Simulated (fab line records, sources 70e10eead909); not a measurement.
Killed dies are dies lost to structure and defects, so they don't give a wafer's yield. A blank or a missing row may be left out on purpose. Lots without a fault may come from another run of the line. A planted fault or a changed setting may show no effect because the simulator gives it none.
fab line records | flow nand_harc
record lots=5 wafers=15 last_day=33
route steps=1302 shown A_WL_FILL@963 A_CONTACT@983
lots that met no fault: from a run of the same line without faults
start_h: hours from the record's first day to the start of the lot's first wafer shown | wait_h: hours since the lot's step before | " the same as in the row above | L1.1+2: a row that stands for several wafers | - no value, or no start given | * or withheld: withheld | < > ~ a bound
route shown NAME@n: a module of which the file shows steps, and the number in the route of the first | usual: mean/standard deviation of fault-free wafers | same: alike in all rows | chamber/n: place in a boat | sites: the reading at each site | _std_site: their standard deviation | _edge_site: outer sites' mean less inner sites' | radius_mm: how far each site lies from the wafer's centre | mask NAME#n: copy n | behind: the tool/chamber that last shaped the wafer | hold: why the lot was held/for how many hours/how that ended | device: the transistor (n, p or np) that didn't switch | end of line: the same wafers' tests at the end of the route | a step without rows: its recipe alone | killed: dies lost to structure and defects at the first sort, not the wafer's yield | map: a wafer's dies, x killed, . not, _ none there
set.NAME: the setting as run; set.NAME@STEP: as run at that earlier step | model.NAME: the simulator's own value behind a step, which no gauge read
lots at some steps of the route; a table a step, a row a wafer
services: from which hour (start_h, from the record's first day; less than 0 if before it) a tool's chamber was out of use, for how many hours, and why
## steps
# step NHARC_A_WL_FILL_ANNEAL_08
# recipe temp_c=450 time_s=1800
# usual zone_power_upper_pct=4.8/0.35
# columns lot.wafer tool chamber start_h wait_h zone_power_upper_pct
L076.1 furnace-03 0 500.96 - 4.8
L076.3 " 0 " " 4.8
L076.5 " 0 " " 4.7
L082.4 furnace-08 0 533.72 - 4.4
L082.5 " 0 " " 4.3
L082.6 " 0 " " 4.3
L089.1 furnace-05 0 607.03 - 5.2
L089.2 " 0 " " 5.0
L089.6 " 0 " " 5.2
L096.1 furnace-05 0 679.51 - 5.1
L096.2 " 0 " " 5.0
L096.3 " 0 " " 5.1
L097.2 furnace-05 0 697.26 - 5.1
L097.3 " 0 " " 5.0
L097.5 " 0 " " 5.1
# step NHARC_A_WL_FILL_ALD_10
# recipe target_thk_a=500 pulse_time_s=10 ald_cycles=500 temp_c=300 material=SiO2
# usual heater_power_w=478/36 precursor_pulse_height_rel=1.000/0.02
# columns lot.wafer tool chamber start_h wait_h heater_power_w precursor_pulse_height_rel
L076.1 ald_hk-01 3 502.49 0.1 446 0.977
L076.3 " 2 504.04 1.6 428 1.016
L076.5 " 3 " " 458 1.011
L082.4 ald_hk-01 0 536.82 1.6 469 1.003
L082.5 " 3 539.91 4.7 458 1.021
L082.6 " 0 540.93 5.8 465 1.022
L089.2 ald_hk-02 2 608.53 0.1 561 1.021
L089.1 " 0 609.56 1.1 514 0.985
L089.6 " 3 611.10 2.6 442 1.006
L096.3 ald_hk-02 3 682.19 1.2 438 1.007
L096.1 " 0 " " 518 0.971
L096.2 " 1 " " 492 0.982
L097.2 ald_hk-01 3 699.80 1.1 426 0.963
L097.3 " 0 " " 449 1.037
L097.5 " 1 " " 441 0.958
# step NHARC_A_WL_FILL_ETCHBACK_16
# recipe target_depth_a=1200 time_s=24 c4f8_flow_sccm=withheld o2_flow_sccm=8 ar_flow_sccm=withheld rf_w=600 bias_w=800 chemistry=C4F8/O2/Ar
# usual oes_product_au=0.987/0.025 rf_vpp_V=725/3.3
# columns lot.wafer tool chamber start_h wait_h oes_product_au rf_hours_counter_h rf_vpp_V
L076.1 rie_diel-03 1 - - 0.986 1.3 724
L076.3 " 3 " " 0.983 1.2 727
L076.5 " 1 " " 0.994 - 724
L082.4 rie_diel-07 1 - - 1.001 1.6 730
L082.5 " 0 " " 1.003 - 728
L082.6 " 1 " " 1.000 - 729
L089.2 rie_diel-03 0 - - 1.001 4.8 729
L089.1 " 3 " " 0.999 4.2 725
L089.6 " 0 " " 0.993 - 731
L096.1 rie_diel-07 2 - - 0.942 1.0 722
L096.2 " 0 " " 0.967 1.1 728
L096.3 " 1 " " 0.971 0.5 730
L097.2 rie_diel-08 1 - - 0.932 8.0 721
L097.3 " 2 " " 0.928 7.6 728
L097.5 " 1 " " 0.940 - 721
# step NHARC_A_WL_FILL_STRIP_29
# recipe time_s=20 o2_flow_sccm=500 ar_flow_sccm=0 bias_w=0 chemistry=O2
# usual drypump_motor_current_A=5.7/0.45 o2_flow_sccm=499.8/1.5 oes_product_au=1.001/0.0071 rf_vpp_V=58.0/0.89 showerhead_plenum_p_Torr=3.61/0.11 throttle_valve_pct=17.036/0.009
# columns lot.wafer tool chamber start_h wait_h drypump_motor_current_A o2_flow_sccm oes_product_au rf_hours_counter_h rf_vpp_V showerhead_plenum_p_Torr throttle_valve_pct
L076.1 rie_diel-03 3 507.24 0.1 5.8 499.3 0.991 1.2 57.8 3.62 17.032
L076.3 " 0 " " 5.5 501.9 1.001 1.2 58.7 3.76 17.040
L076.5 " 3 " " 5.8 501.6 1.010 - 58.9 3.62 17.030
L082.4 rie_diel-07 1 543.61 0.1 6.2 502.1 0.998 1.6 59.7 3.76 17.056
L082.6 " 1 " " 6.2 500.0 1.000 - 59.9 3.76 17.038
L082.5 " 2 " " 5.8 500.8 0.996 - 57.5 3.44 17.041
L089.2 rie_diel-03 1 613.26 0.1 6.3 501.0 0.995 5.2 59.2 3.56 17.026
L089.1 " 2 " " 5.8 498.8 0.996 4.7 59.7 3.71 17.047
L089.6 " 1 " " 6.3 500.1 1.005 - 57.9 3.56 17.035
L096.3 rie_diel-07 2 686.92 0.1 5.8 499.7 0.990 1.1 56.5 3.44 17.044
L096.2 " 3 " " 5.8 500.0 0.979 1.1 57.1 3.47 17.048
L096.1 " 0 " " 4.8 501.1 0.999 1.1 57.8 3.70 17.040
L097.2 rie_diel-08 3 703.51 0.1 5.3 499.0 1.007 7.7 56.1 3.50 17.039
L097.3 " 0 " " 5.2 498.8 1.006 8.9 57.1 3.59 17.030
L097.5 " 3 " " 5.3 499.6 1.003 - 57.6 3.50 17.025
# step NHARC_A_WL_FILL_ETCHBACK_17
# recipe target_depth_a=40 time_s=26.7 chemistry=Cl2/BCl3
# usual drypump_motor_current_A=5.77/0.24 oes_product_au=1.003/0.0077
# columns lot.wafer tool chamber start_h wait_h drypump_motor_current_A oes_product_au rf_hours_counter_h
L076.1 rie_metal-01 0 507.35 - 5.49 1.001 1.9
L076.3 " 1 " " 5.81 1.006 -
L076.5 " 0 " " 5.48 1.004 -
L082.4 rie_metal-01 0 543.73 - 5.52 0.999 -
L082.5 " 0 " " 5.51 1.000 -
L082.6 " 1 " " 5.76 1.002 -
L089.1 rie_metal-03 1 613.34 - 6.24 1.001 1.8
L089.2 " 0 " " 5.80 1.010 1.8
L089.6 " 0 " " 5.81 1.006 -
L096.2 rie_metal-02 0 687.01 - 5.96 1.009 0.9
L096.1 " 1 " " 5.55 0.993 0.9
L096.3 " 0 " " 5.95 1.006 -
L097.2 rie_metal-01 1 703.61 - 5.79 1.011 2.1
L097.3 " 0 " " 5.49 0.998 -
L097.5 " 0 " " 5.50 1.008 -
# step NHARC_A_WL_FILL_PRECLEAN_18
# recipe time_s=30 chemistry=dHF
# columns lot.wafer tool chamber start_h wait_h
L076.3+1+5 wet_bench-07 7,0,1 507.51 0.1
L082.5+4+6 wet_bench-05 3,4,6 543.88 0.1
L089.1+2+6 wet_bench-03 2,3,4 613.53 0.2
L096.2+1+3 wet_bench-03 1,4,6 687.19 0.2
L097.2+3+5 wet_bench-07 2,4,5 703.79 0.2
# step NHARC_A_WL_FILL_SRD_21
# columns lot.wafer tool chamber start_h wait_h
L076.3+1+5 wet_bench-07 7,0,1 507.54 0.0
L082.5+4+6 wet_bench-05 3,4,6 543.90 0.0
L089.1+2+6 wet_bench-03 2,3,4 613.55 0.0
L096.2+1+3 wet_bench-03 1,4,6 687.22 0.0
L097.2+3+5 wet_bench-07 2,4,5 703.81 0.0
# step NHARC_A_WL_FILL_CVD_23
# recipe target_thk_a=400 temp_c=620 pressure_mtorr=200 time_s=800 material=poly-Si
# usual zone_power_upper_pct=8.34/0.15
# columns lot.wafer tool chamber start_h wait_h zone_power_upper_pct
L076.1 lpcvd_poly-01 0 509.91 2.4 8.47
L076.3 " 0 " " 8.59
L076.5 " 0 " " 8.54
L082.4 lpcvd_poly-02 0 546.35 2.4 8.07
L082.5 " 0 " " 8.23
L082.6 " 0 " " 8.27
L089.1 lpcvd_poly-04 0 615.90 2.3 8.45
L089.2 " 0 " " 8.65
L089.6 " 0 " " 8.54
L096.1 lpcvd_poly-02 0 688.48 1.3 8.33
L096.2 " 0 " " 8.13
L096.3 " 0 " " 8.14
L097.2 lpcvd_poly-02 0 706.37 2.6 8.10
L097.3 " 0 " " 8.17
L097.5 " 0 " " 8.06
# step NHARC_A_WL_FILL_ETCHBACK_26
# recipe target_depth_a=520 time_s=13.3 hbr_flow_sccm=150 rf_w=350 icp_w=350 bias_w=60 chemistry=HBr
# usual drypump_motor_current_A=6.0/0.47 oes_product_au=0.998/0.0072 throttle_valve_pct=23.266/0.0088
# columns lot.wafer tool chamber start_h wait_h drypump_motor_current_A oes_product_au rf_hours_counter_h throttle_valve_pct
L076.1 rie_si-02 0 512.48 0.4 6.3 0.994 0.28 23.269
L076.3 " 1 " " 4.9 1.000 0.36 23.268
L076.5 " 3 " " 5.9 0.997 - 23.251
L082.4 rie_si-02 0 548.96 0.4 6.2 0.999 0.50 23.272
L082.5 " 3 " " 5.9 0.994 - 23.260
L082.6 " 0 " " 6.3 0.993 - 23.252
L089.1 rie_si-02 0 618.46 0.4 6.3 0.991 0.95 23.262
L089.2 " 2 " " 6.2 0.986 0.85 23.261
L089.6 " 2 " " 6.2 1.000 - 23.273
L096.1 rie_si-02 1 691.02 0.4 4.9 0.999 0.29 23.268
L096.3 " 3 " " 5.9 0.991 0.27 23.261
L096.2 " 0 " " 6.3 0.996 0.29 23.290
L097.2 rie_si-06 1 708.95 0.4 5.8 1.010 0.60 23.262
L097.3 " 3 " " 6.2 1.003 0.76 23.265
L097.5 " 1 " " 5.9 1.013 - 23.266
# step NHARC_A_WL_FILL_PRECLEAN_30
# recipe time_s=10 chemistry=dHF
# columns lot.wafer tool chamber start_h wait_h
L076.1+5+3 wet_bench-03 4,5,7 512.61 0.1
L082.5+4+6 wet_bench-07 2,5,6 549.09 0.1
L089.1+2+6 wet_bench-03 6,1,2 618.64 0.2
L096.3+2+1 wet_bench-03 6,7,2 691.17 0.1
L097.2+5+3 wet_bench-05 0,1,3 709.09 0.1
# step NHARC_A_WL_FILL_SRD_14
# columns lot.wafer tool chamber start_h wait_h
L076.1+5+3 wet_bench-03 4,5,7 512.62 0.0
L082.5+4+6 wet_bench-07 2,5,6 549.11 0.0
L089.1+2+6 wet_bench-03 6,1,2 618.66 0.0
L096.3+2+1 wet_bench-03 6,7,2 691.19 0.0
L097.2+5+3 wet_bench-05 0,1,3 709.11 0.0
# step NHARC_A_WL_FILL_ALD_19
# recipe target_thk_a=20 pulse_time_s=3 ald_cycles=100 temp_c=450 material=TiN
# usual heater_power_w=1035/120 precursor_pulse_height_rel=1.001/0.021
# columns lot.wafer tool chamber start_h wait_h heater_power_w precursor_pulse_height_rel
L076.3 ald_metal-04 1 512.72 0.1 1208 1.014
L076.1 " 3 " " 1029 1.014
L076.5 " 1 " " 1180 0.995
L082.4 ald_metal-04 0 549.25 0.1 974 0.997
L082.5 " 2 " " 1277 0.953
L082.6 " 3 " " 1011 1.009
L089.2 ald_metal-03 2 618.78 0.1 1112 1.021
L089.1 " 0 " " 1046 1.057
L089.6 " 1 " " 846 0.996
L096.1 ald_metal-03 2 691.29 0.1 1107 0.978
L096.3 " 3 " " 952 0.989
L096.2 " 1 " " 850 0.999
L097.2 ald_metal-03 2 709.21 0.1 1105 1.052
L097.3 " 0 " " 1020 0.969
L097.5 " 2 " " 1116 0.988
# step NHARC_A_WL_FILL_CVD_20
# recipe target_thk_a=1000 temp_c=400 pressure_torr=40 wf6_flow_sccm=40 h2_flow_sccm=1600 ar_flow_sccm=1560 time_s=74 material=W
# usual heater_power_w=909/130 mfc_h2_sccm=1600/4.8 throttle_valve_pct=8.0/0.31
# columns lot.wafer tool chamber start_h wait_h heater_power_w mfc_h2_sccm throttle_valve_pct
L076.1 cvd_w-02 1 - - 797 1601 8.5
L076.3 " 1 " " 819 1594 8.5
L076.5 " 0 " " 788 1595 7.7
L082.4 cvd_w-02 1 - - 797 1598 8.7
L082.6 " 1 " " 826 1600 8.6
L082.5 " 0 " " 811 1596 7.6
L089.1 cvd_w-01 1 - - 908 1595 8.2
L089.2 " 0 " " 1137 1598 7.8
L089.6 " 0 " " 1140 1601 7.8
L096.2 cvd_w-01 0 - - 1129 1601 7.7
L096.1 " 1 " " 913 1603 8.2
L096.3 " 0 " " 1136 1597 8.2
L097.2 cvd_w-01 1 - - 921 1602 8.2
L097.3 " 0 " " 1086 1594 7.9
L097.5 " 0 " " 1119 1599 8.1
# step NHARC_A_WL_FILL_CMP_12
# recipe t_overpolish_s=30 target_thk_nm=100
# usual motor_current_A=12.3/1 overpolish_run_s=30.001/0.008 time_to_endpoint_s=19.1/2.4
# columns lot.wafer tool chamber start_h wait_h motor_current_A overpolish_run_s time_to_endpoint_s
L076.1 cmp-01 0 513.16 0.2 12.7 30.000 20.5
L076.3 " 1 " " 13.5 29.989 22.5
L076.5 " 3 " " 11.8 30.007 20.2
L082.4 cmp-04 3 549.64 0.2 12.1 29.988 20.6
L082.6 " 1 " " 11.9 30.007 20.6
L082.5 " 2 " " 13.0 29.999 21.4
L089.2 cmp-01 1 619.19 0.2 13.9 30.008 17.9
L089.1 " 2 " " 13.5 29.999 16.7
L089.6 " 0 " " 12.5 30.004 17.8
L096.2 cmp-02 2 691.67 0.2 12.9 30.005 18.6
L096.1 " 3 " " 11.2 29.991 20.6
L096.3 " 0 " " 13.8 29.989 18.6
L097.2 cmp-04 1 709.59 0.1 11.7 30.012 23.0
L097.3 " 3 " " 12.1 30.004 22.7
L097.5 " 2 " " 13.5 30.000 21.5
# step NHARC_A_WL_FILL_SRD_31
# columns lot.wafer tool chamber start_h wait_h
L076.5+3+1 wet_bench-03 6,7,0 513.43 0.0
L082.4+6+5 wet_bench-03 0,1,2 549.91 0.0
L089.1+2+6 wet_bench-03 1,2,4 619.47 0.0
L096.2+3+1 wet_bench-05 7,1,2 692.00 0.0
L097.3+5+2 wet_bench-05 7,2,3 709.91 0.0
# step NHARC_A_WL_FILL_INSPECT_15
# usual raw_defect_count=489/98
# columns lot.wafer tool chamber start_h wait_h raw_defect_count
L076.1 defect_inspect-02 - 513.57 0.0 761
L076.3 " - " " 314
L076.5 " - " " 494
L082.4 defect_inspect-01 - 550.08 0.0 541
L082.5 " - " " 466
L082.6 " - " " 612
L089.1 defect_inspect-01 - 619.61 0.0 544
L089.2 " - " " 869
L089.6 " - " " 388
L096.1 defect_inspect-02 - 692.14 0.0 410
L096.2 " - " " 629
L096.3 " - " " 400
L097.2 defect_inspect-02 - 710.05 0.0 493
L097.3 " - " " 471
L097.5 " - " " 504
# step NHARC_A_CONTACT_DEP_24
# recipe target_thk_a=5000 temp_c=400 pressure_torr=6.5 rf_w=900 teos_flow_sccm=161.4 flow_sccm=2650 target_thk_nm=500 gas=O2 material=SiO2
# usual heater_power_w=552/71 mfc_precursor_sccm=161.4/0.47 throttle_valve_pct=16.0/0.66
# columns lot.wafer tool chamber start_h wait_h heater_power_w mfc_precursor_sccm throttle_valve_pct
L076.1 pecvd-01 1 513.70 0.1 471 160.8 16.5
L076.3 " 2 " " 460 162.7 14.5
L076.5 " 1 " " 504 160.5 16.3
L082.4 pecvd-04 1 550.33 0.3 606 161.8 15.2
L082.5 " 2 " " 597 161.4 16.5
L082.6 " 0 " " 596 161.3 15.9
L089.1 pecvd-04 1 619.89 0.3 609 160.9 15.4
L089.2 " 2 " " 614 161.6 16.8
L089.6 " 0 " " 660 161.3 16.0
L096.1 pecvd-02 0 692.20 0.1 539 160.9 15.8
L096.3 " 1 " " 539 162.1 16.2
L096.2 " 2 " " 586 161.2 16.5
L097.2 pecvd-02 2 710.12 0.1 575 161.5 16.8
L097.3 " 0 " " 441 161.8 15.8
L097.5 " 0 " " 458 161.1 15.9
# step NHARC_A_CONTACT_DEP_28
# recipe target_thk_a=70000 temp_c=400 material=aC
# usual throttle_valve_pct=34.999/0.0086
# columns lot.wafer tool chamber start_h wait_h throttle_valve_pct
L076.1 acl_dep-02 0 515.18 1.0 35.001
L076.3 " 0 516.58 2.4 34.994
L076.5 " 0 517.98 3.8 35.002
L082.4 acl_dep-02 0 558.53 7.8 35.000
L082.5 " 0 " " 35.014
L082.6 " 0 " " 34.994
L089.1 acl_dep-03 0 620.44 0.1 35.002
L089.2 " 0 " " 35.011
L089.6 " 0 623.94 3.5 35.009
L096.1 acl_dep-02 0 694.34 1.6 34.987
L096.2 " 0 " " 34.996
L096.3 " 0 " " 35.009
L097.2 acl_dep-01 0 711.43 0.8 34.999
L097.3 " 0 " " 35.012
L097.5 " 0 713.55 2.9 34.985
# step NHARC_A_CONTACT_DEP_29
# recipe target_thk_a=1000 target_thk_nm=100 temp_c=400 pressure_torr=3.5 flow_sccm=200 rf_w=350 material=SiON
# usual heater_power_w=730/76
# columns lot.wafer tool chamber start_h wait_h heater_power_w
L076.1 pecvd-04 1 519.41 3.5 824
L076.3 " 0 " " 827
L076.5 " 1 " " 839
L082.4 pecvd-01 1 560.76 1.5 735
L082.6 " 2 " " 746
L082.5 " 0 " " 636
L089.2 pecvd-01 1 624.66 2.8 640
L089.1 " 2 " " 680
L089.6 " 1 " " 630
L096.3 pecvd-01 2 698.57 2.1 662
L096.2 " 0 " " 600
L096.1 " 1 " " 761
L097.3 pecvd-02 1 715.01 2.2 815
L097.2 " 2 " " 717
L097.5 " 1 " " 834
# step NHARC_A_CONTACT_DEHYDRATE_32
# recipe temp_c=150 time_s=120
# usual chill_plate_temp_C=22.99/0.11
# columns lot.wafer tool chamber start_h wait_h chill_plate_temp_C
L076.1 litho_track-06 0 519.76 0.3 22.93
L076.3 " 0 " " 22.80
L076.5 " 0 " " 23.02
L082.4 litho_track-01 0 560.95 0.2 22.84
L082.5 " 0 " " 22.99
L082.6 " 0 " " 22.98
L089.1 litho_track-01 0 624.93 0.2 23.13
L089.2 " 0 " " 23.14
L089.6 " 0 " " 23.06
L096.1 litho_track-06 0 698.84 0.2 22.85
L096.2 " 0 " " 23.02
L096.3 " 0 " " 22.88
L097.2 litho_track-04 0 715.25 0.2 22.80
L097.3 " 0 " " 22.97
L097.5 " 0 " " 22.96
# step NHARC_A_CONTACT_HMDS_33
# recipe time_s=30
# usual chill_plate_temp_C=23.00/0.11
# columns lot.wafer tool chamber start_h wait_h chill_plate_temp_C
L076.1 litho_track-06 0 - - 23.08
L076.3 " 0 " " 23.11
L076.5 " 0 " " 23.22
L082.4 litho_track-01 0 - - 22.90
L082.5 " 0 " " 22.86
L082.6 " 0 " " 22.91
L089.1 litho_track-01 0 - - 23.02
L089.2 " 0 " " 23.10
L089.6 " 0 " " 23.21
L096.1 litho_track-06 0 - - 23.03
L096.2 " 0 " " 23.01
L096.3 " 0 " " 22.95
L097.2 litho_track-04 0 - - 22.94
L097.3 " 0 " " 22.85
L097.5 " 0 " " 22.70
# step NHARC_A_CONTACT_COAT_34
# recipe temp_c=260 time_s=75
# usual chill_plate_temp_C=22.99/0.1
# columns lot.wafer tool chamber start_h wait_h chill_plate_temp_C
L076.1 litho_track-06 0 - - 22.83
L076.3 " 0 " " 23.13
L076.5 " 0 " " 23.12
L082.4 litho_track-01 0 - - 22.84
L082.5 " 0 " " 23.11
L082.6 " 0 " " 22.83
L089.1 litho_track-01 0 - - 23.06
L089.2 " 0 " " 23.05
L089.6 " 0 " " 23.09
L096.1 litho_track-06 0 - - 23.03
L096.2 " 0 " " 22.92
L096.3 " 0 " " 22.99
L097.2 litho_track-04 0 - - 23.02
L097.3 " 0 " " 23.09
L097.5 " 0 " " 23.03
# step NHARC_A_CONTACT_COAT_35
# recipe temp_c=225 time_s=65
# usual chill_plate_temp_C=22.99/0.1
# columns lot.wafer tool chamber start_h wait_h chill_plate_temp_C
L076.1 litho_track-06 0 - - 22.91
L076.3 " 0 " " 22.92
L076.5 " 0 " " 22.92
L082.4 litho_track-01 0 - - 23.13
L082.5 " 0 " " 23.04
L082.6 " 0 " " 23.04
L089.1 litho_track-01 0 - - 23.10
L089.2 " 0 " " 23.00
L089.6 " 0 " " 22.94
L096.1 litho_track-06 0 - - 22.98
L096.2 " 0 " " 22.85
L096.3 " 0 " " 22.88
L097.2 litho_track-04 0 - - 22.81
L097.3 " 0 " " 22.74
L097.5 " 0 " " 22.93
# step NHARC_A_CONTACT_COAT_36
# recipe spin_rpm=1500 resist_thk_nm=90
# usual chill_plate_temp_C=23.03/0.11
# columns lot.wafer tool chamber start_h wait_h chill_plate_temp_C
L076.1 litho_track-06 0 - - 22.97
L076.3 " 0 " " 23.19
L076.5 " 0 " " 23.02
L082.4 litho_track-01 0 - - 23.02
L082.5 " 0 " " 23.25
L082.6 " 0 " " 23.16
L089.1 litho_track-01 0 - - 23.10
L089.2 " 0 " " 23.17
L089.6 " 0 " " 23.17
L096.1 litho_track-06 0 - - 22.98
L096.2 " 0 " " 23.03
L096.3 " 0 " " 22.94
L097.2 litho_track-04 0 - - 23.07
L097.3 " 0 " " 23.17
L097.5 " 0 " " 23.13
# step NHARC_A_CONTACT_SOFTBAKE_37
# recipe temp_c=105 time_s=55
# usual chill_plate_temp_C=23.02/0.1
# columns lot.wafer tool chamber start_h wait_h chill_plate_temp_C
L076.1 litho_track-06 0 - - 22.96
L076.3 " 0 " " 22.96
L076.5 " 0 " " 23.04
L082.4 litho_track-01 0 - - 23.00
L082.5 " 0 " " 22.98
L082.6 " 0 " " 22.90
L089.1 litho_track-01 0 - - 23.11
L089.2 " 0 " " 22.89
L089.6 " 0 " " 23.07
L096.1 litho_track-06 0 - - 22.97
L096.2 " 0 " " 23.00
L096.3 " 0 " " 23.31
L097.2 litho_track-04 0 - - 22.99
L097.3 " 0 " " 23.14
L097.5 " 0 " " 22.94
# step NHARC_A_CONTACT_EBR_38
# usual chill_plate_temp_C=23.01/0.11
# columns lot.wafer tool chamber start_h wait_h chill_plate_temp_C
L076.1 litho_track-06 0 - - 22.87
L076.3 " 0 " " 23.12
L076.5 " 0 " " 22.81
L082.4 litho_track-01 0 - - 22.92
L082.5 " 0 " " 22.89
L082.6 " 0 " " 22.86
L089.1 litho_track-01 0 - - 22.87
L089.2 " 0 " " 22.92
L089.6 " 0 " " 22.90
L096.1 litho_track-06 0 - - 23.09
L096.2 " 0 " " 22.98
L096.3 " 0 " " 22.95
L097.2 litho_track-04 0 - - 22.94
L097.3 " 0 " " 22.90
L097.5 " 0 " " 23.01
# step NHARC_A_CONTACT_EXPOSE_39
# recipe na=1.35 sigma_outer=0.8 dose_mj=58.79 mask_id=A_CC_3
# same sigma_outer=0.8
# columns lot.wafer tool chamber start_h wait_h mask
L076.1+3+5 arfi_scanner-02 0 520.07 - A_CC_3#0
L082.4+5+6 arfi_scanner-03 0 561.15 - A_CC_3#0
L089.1+2+6 arfi_scanner-01 0 625.24 - A_CC_3#0
L096.1+2+3 arfi_scanner-01 0 699.15 - A_CC_3#0
L097.2+3+5 arfi_scanner-02 0 715.44 - A_CC_3#0
# step NHARC_A_CONTACT_PEB_40
# recipe peb_temp_c=100 peb_time_s=65
# usual chill_plate_temp_C=23.02/0.12
# columns lot.wafer tool chamber start_h wait_h chill_plate_temp_C
L076.1 litho_track-01 0 520.13 0.1 23.09
L076.3 " 0 " " 23.07
L076.5 " 0 " " 23.11
L082.4 litho_track-01 0 561.20 0.0 22.83
L082.5 " 0 " " 22.92
L082.6 " 0 " " 22.81
L089.1 litho_track-06 0 625.30 0.1 23.06
L089.2 " 0 " " 23.10
L089.6 " 0 " " 23.11
L096.1 litho_track-04 0 699.21 0.1 23.21
L096.2 " 0 " " 23.11
L096.3 " 0 " " 23.17
L097.2 litho_track-06 0 715.50 0.1 22.86
L097.3 " 0 " " 23.12
L097.5 " 0 " " 23.16
# step NHARC_A_CONTACT_DEVELOP_41
# recipe develop_time_s=35 dev_temp_c=23
# usual chill_plate_temp_C=22.98/0.096
# columns lot.wafer tool chamber start_h wait_h chill_plate_temp_C
L076.1 litho_track-01 0 - - 22.98
L076.3 " 0 " " 23.04
L076.5 " 0 " " 23.04
L082.4 litho_track-01 0 - - 23.01
L082.5 " 0 " " 22.93
L082.6 " 0 " " 22.97
L089.1 litho_track-06 0 - - 22.93
L089.2 " 0 " " 22.90
L089.6 " 0 " " 23.00
L096.1 litho_track-04 0 - - 22.96
L096.2 " 0 " " 22.88
L096.3 " 0 " " 23.01
L097.2 litho_track-06 0 - - 22.90
L097.3 " 0 " " 23.10
L097.5 " 0 " " 23.11
# step NHARC_A_CONTACT_CD_MEAS_42
# recipe target_cd_nm=300 landing_energy_ev=500
# usual cd_nm=299.9/0.47
# columns lot.wafer tool chamber start_h wait_h cd_nm
L076.1 cd_sem-03 0 520.21 - 300.1
L076.3 " 0 " " 301.4
L076.5 " 0 " " 300.4
L082.4 cd_sem-03 0 561.28 - 299.6
L082.5 " 0 " " 299.9
L082.6 " 0 " " 299.3
L089.1 cd_sem-01 0 625.38 - 300.8
L089.2 " 0 " " 300.5
L089.6 " 0 " " 299.8
L096.1 cd_sem-01 0 699.28 - 300.4
L096.2 " 0 " " 300.0
L096.3 " 0 " " 299.6
L097.2 cd_sem-03 0 715.58 - 299.9
L097.3 " 0 " " 299.3
L097.5 " 0 " " 299.2
# step NHARC_A_CONTACT_OVL_MEAS_43
# usual overlay_x_nm=-0.1/0.68 overlay_y_nm=0.2/0.8
# columns lot.wafer tool chamber start_h wait_h overlay_x_nm overlay_y_nm
L076.1 overlay-02 - 520.30 - -0.5 1.1
L076.3 " - " " -0.5 0.6
L076.5 " - " " -0.5 0.5
L082.4 overlay-01 - 561.36 - -0.6 0.3
L082.5 " - " " -0.3 -0.6
L082.6 " - " " 0.3 0.0
L089.1 overlay-02 - 625.47 - -1.6 -1.5
L089.2 " - " " -1.5 -1.3
L089.6 " - " " -0.8 -0.8
L096.1 overlay-01 - 699.37 - -1.3 1.6
L096.2 " - " " -0.5 0.6
L096.3 " - " " -0.6 0.6
L097.2 overlay-01 - 715.67 - 0.6 -0.7
L097.3 " - " " 0.2 -0.8
L097.5 " - " " -0.3 -0.6
# step NHARC_A_CONTACT_INSPECT_44
# usual raw_defect_count=87/36
# columns lot.wafer tool chamber start_h wait_h raw_defect_count
L076.1 defect_inspect-02 - 520.34 0.0 17
L076.3 " - " " 19
L076.5 " - " " 19
L082.4 defect_inspect-02 - 561.40 0.0 130
L082.5 " - " " 115
L082.6 " - " " 100
L089.1 defect_inspect-02 - 625.50 0.0 51
L089.2 " - " " 52
L089.6 " - " " 53
L096.1 defect_inspect-01 - 699.41 0.0 24
L096.2 " - " " 42
L096.3 " - " " 28
L097.2 defect_inspect-02 - 715.71 0.0 66
L097.3 " - " " 69
L097.5 " - " " 66
# step NHARC_A_CONTACT_DESCUM_47
# recipe time_s=3 o2_flow_sccm=200 ar_flow_sccm=0 bias_power_w=0 chemistry=O2
# usual drypump_motor_current_A=5.70/0.27 o2_flow_sccm=200.1/0.6 oes_product_au=0.999/0.0067 rf_vpp_V=57.9/0.86 showerhead_plenum_p_Torr=1.92/0.073 throttle_valve_pct=11.312/0.0092
# columns lot.wafer tool chamber start_h wait_h drypump_motor_current_A o2_flow_sccm oes_product_au rf_hours_counter_h rf_vpp_V showerhead_plenum_p_Torr throttle_valve_pct
L076.3 rie_diel-13 2 520.41 0.1 5.98 199.7 0.998 27 57.7 1.84 11.316
L076.1 " 0 " " 5.43 199.5 1.001 30 57.2 1.90 11.324
L076.5 " 2 " " 5.99 200.3 0.998 - 56.7 1.84 11.321
L082.4 rie_diel-06 0 561.46 0.1 6.21 200.3 0.994 20 57.2 1.90 11.322
L082.6 " 3 " " 5.78 200.1 0.998 - 58.9 1.94 11.321
L082.5 " 0 " " 6.21 200.2 1.003 - 58.4 1.90 11.310
L089.1 rie_diel-13 2 625.56 0.1 6.01 201.2 0.998 15 57.2 1.83 11.301
L089.2 " 1 " " 5.53 199.3 0.992 15 58.0 1.89 11.321
L089.6 " 3 " " 5.76 200.3 1.003 - 56.9 2.02 11.313
L096.3 rie_diel-06 1 699.47 0.1 5.29 200.3 1.000 10 57.9 2.07 11.299
L096.1 " 2 " " 5.74 199.6 0.993 9 57.3 2.00 11.305
L096.2 " 0 " " 6.22 200.0 0.990 10 57.2 1.88 11.309
L097.3 rie_diel-13 2 715.78 0.1 6.02 199.9 0.992 1 58.3 1.83 11.300
L097.2 " 3 " " 5.81 199.1 0.995 1 59.1 2.02 11.298
L097.5 " 0 " " 5.52 200.2 0.991 - 57.9 1.89 11.330
## services
# columns tool chamber start_h hours kind
rie_si-02 1 477.90 2.2 repair
rie_diel-07 3 482.17 1.8 repair
rie_diel-07 2 484.21 4.3 repair
pecvd-01 - 492.32 13.0 pm
rie_diel-03 0 498.80 6.5 repair
wet_bench-03 - 503.22 1.1 repair
litho_track-01 - 505.00 7.0 pm
wet_bench-07 - 512.00 8.0 pm
litho_track-06 - 529.00 7.0 pm
rie_diel-07 3 546.66 8.5 repair
litho_track-04 - 553.00 7.0 pm
rie_si-02 1 557.14 15.0 repair
rie_si-02 0 559.64 5.3 repair
wet_bench-03 - 560.11 1.3 repair
wet_bench-03 - 562.44 8.0 pm
wet_bench-07 - 571.68 3.7 repair
rie_diel-07 1 593.62 5.2 repair
rie_diel-03 3 596.46 5.7 repair
rie_diel-07 2 611.95 9.3 repair
wet_bench-05 - 612.80 8.0 pm
rie_diel-03 3 615.38 18.9 repair
litho_track-01 - 680.00 7.0 pm
wet_bench-07 - 688.00 8.0 pm
litho_track-06 - 704.00 7.0 pm
## key
fault none
